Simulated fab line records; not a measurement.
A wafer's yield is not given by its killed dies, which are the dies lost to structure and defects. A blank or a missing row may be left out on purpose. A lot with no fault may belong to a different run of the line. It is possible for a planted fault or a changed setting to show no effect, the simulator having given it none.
Comparing a struck lot with a sound one -- flow n5_finfet -- 20 out of 1938 route steps
Sound: wafers L146.1, L146.2, L146.5. Wafers L141.2, L141.5, L141.6 were the ones struck. Last of all comes the cause.
Per side, at each step with rows, come the tool, then ch with its chambers, and then its first start. Under that, the readings that differ: sound wafers -- struck wafers -- difference of the means -- sigmas: that difference in standard deviations of wafers without a fault.
alike: readings with means less than 2 such deviations apart, plus words and numbers identical on both sides. not compared: withheld readings, readings lacking a value on some wafer, bounds such as >300 that could conceal the same value, and numbers that have no deviation in the record and whose values overlap.
The two part at a step that has a row with sigmas, a row that says differs or no value, or rows on one side only. When numbers do not overlap yet have no deviation, they are printed without sigmas and do not part them. A reading that every wafer of one side lacks parts them only if that side has two wafers or more.

first, 8 steps without rows for these wafers: N5_BEOL_M7_COAT_59 (time 60 s, resist thk 100 nm); N5_BEOL_M7_COAT_60 (time 60 s, resist thk 35 nm); N5_BEOL_M7_COAT_05 (resist thk 90 nm); N5_BEOL_M7_EBR_07; N5_BEOL_M7_SOFTBAKE_06 (time 60 s); N5_BEOL_M7_EXPOSE_08 (exposes mask M7); N5_BEOL_M7_PEB_09 (peb time 60 s); N5_BEOL_M7_DEVELOP_10 (develop time 30 s).
N5_BEOL_M7_CD_MEAS_11 targets a cd of 38.5 nm.
  sound on cd_sem-03 ch 0, day 14 10:57; struck on cd_sem-01 ch 0, day 13 08:13
  alike: cd_nm
N5_BEOL_M7_OVL_MEAS_12:
  sound on overlay-02 ch 0, day 14 10:59; struck on overlay-02 ch 0, day 13 08:14
  alike: M7_OVL
N5_BEOL_M7_INSPECT_13: inspects for defects (brightfield).
  struck on defect_inspect-02, day 13 08:16; sound on defect_inspect-02, day 14 11:01
  alike: raw_defect_count
N5_BEOL_M7_DESCUM_16: chemistry O2, time 7.9 s.
  sound on rie_diel-03 ch 1,2,3, day 14 11:04; struck on rie_diel-03 ch 0,3, day 13 08:18
  alike: bias_power_w, drypump_motor_current_A, oes_product_au, rf_vpp_V, showerhead_plenum_p_Torr, throttle_valve_pct
  not compared: rf_hours_counter_h
N5_BEOL_M7_ETCH_61: etches SiARC in CF4, target depth 45.5 nm, time 75.8 s.
  sound on rie_diel-03 ch 1,2,3, day 14 11:07; struck on rie_diel-03 ch 0,3, day 13 08:20
  no value came back on the struck wafers for any of 8 readings (bias_w (W), cf4_flow_sccm (sccm) and others); on the sound wafers bias_w (W) reads 35.79 35.95 35.90
reading,sound,struck,difference,sigmas
model.CAR-ArF_of_BEOL_M7_COAT_05.thk_nm (nm),50.8 51 51,83.8 83.6 84,+32.9,
  not compared: rf_hours_counter_h
N5_BEOL_M7_ETCH_62: etches SOC in N2/H2, target depth 110 nm, overetch 22 nm, time 165 s.
  sound on rie_diel-03 ch 1,2,3, day 14 11:10; struck on rie_diel-03 ch 0,3, day 13 08:23
reading,sound,struck,difference,sigmas
oes_product_au (a.u.),0.60 0.77 0.63,0.28 0.35 0.27,-0.37,-6
  alike: bias_w, chamber_pressure_mTorr, drypump_motor_current_A, rf_vpp_V, showerhead_plenum_p_Torr, throttle_valve_pct
  not compared: rf_hours_counter_h
then, 1 step without rows for these wafers: N5_BEOL_M7_STRIP_68 (strips in N2/H2).
N5_BEOL_M7_STRIP_67: strips in CF4.
  sound on rie_diel-03 ch 1,2,3, day 14 11:19; struck on rie_diel-03 ch 0,3, day 13 08:32
  alike: bias_power_w, drypump_motor_current_A, oes_product_au, rf_vpp_V, showerhead_plenum_p_Torr, throttle_valve_pct
  not compared: rf_hours_counter_h
N5_BEOL_M7_HM_OPEN_17: chemistry Cl2/BCl3, target TiN, target depth 20 nm, overetch 6 nm.
  sound on rie_metal-01 ch 0,1, day 14 11:21; struck on rie_metal-01 ch 0,1, day 13 08:35
reading,sound,struck,difference,sigmas
oes_product_au (a.u.),0.69 0.56 0.56,0.24 0.25 0.30,-0.34,-4
throttle_valve_pct (%),21.74 22.27 22.25,22.90 22.92 22.38,+0.65,+2
  alike: drypump_motor_current_A
  not compared: rf_hours_counter_h
N5_BEOL_M7_STRIP_19: strips in O2.
  sound on rie_diel-03 ch 1,2, day 14 11:28; struck on rie_diel-02 ch 0,1,3, day 13 08:44
  alike: drypump_motor_current_A, oes_product_au, rf_vpp_V, showerhead_plenum_p_Torr, throttle_valve_pct
  not compared: rf_hours_counter_h
N5_BEOL_M7_CD_MEAS_18: pitch 80 nm, target cd 40 nm.
  struck on cd_sem-01, day 13 08:49; sound on cd_sem-03, day 14 11:32
reading,sound,struck,difference,sigmas
cd_nm (nm),40.2 39.9 39.7,- - -,no value on the struck wafers,
then, 1 step without rows for these wafers: N5_BEOL_M7_COAT_63 (time 60 s, resist thk 60 nm).

WHERE THEY PART
At N5_BEOL_M7_ETCH_61 first; at N5_BEOL_M7_CD_MEAS_18 last (within this record only).

WHY: what the simulator had put in
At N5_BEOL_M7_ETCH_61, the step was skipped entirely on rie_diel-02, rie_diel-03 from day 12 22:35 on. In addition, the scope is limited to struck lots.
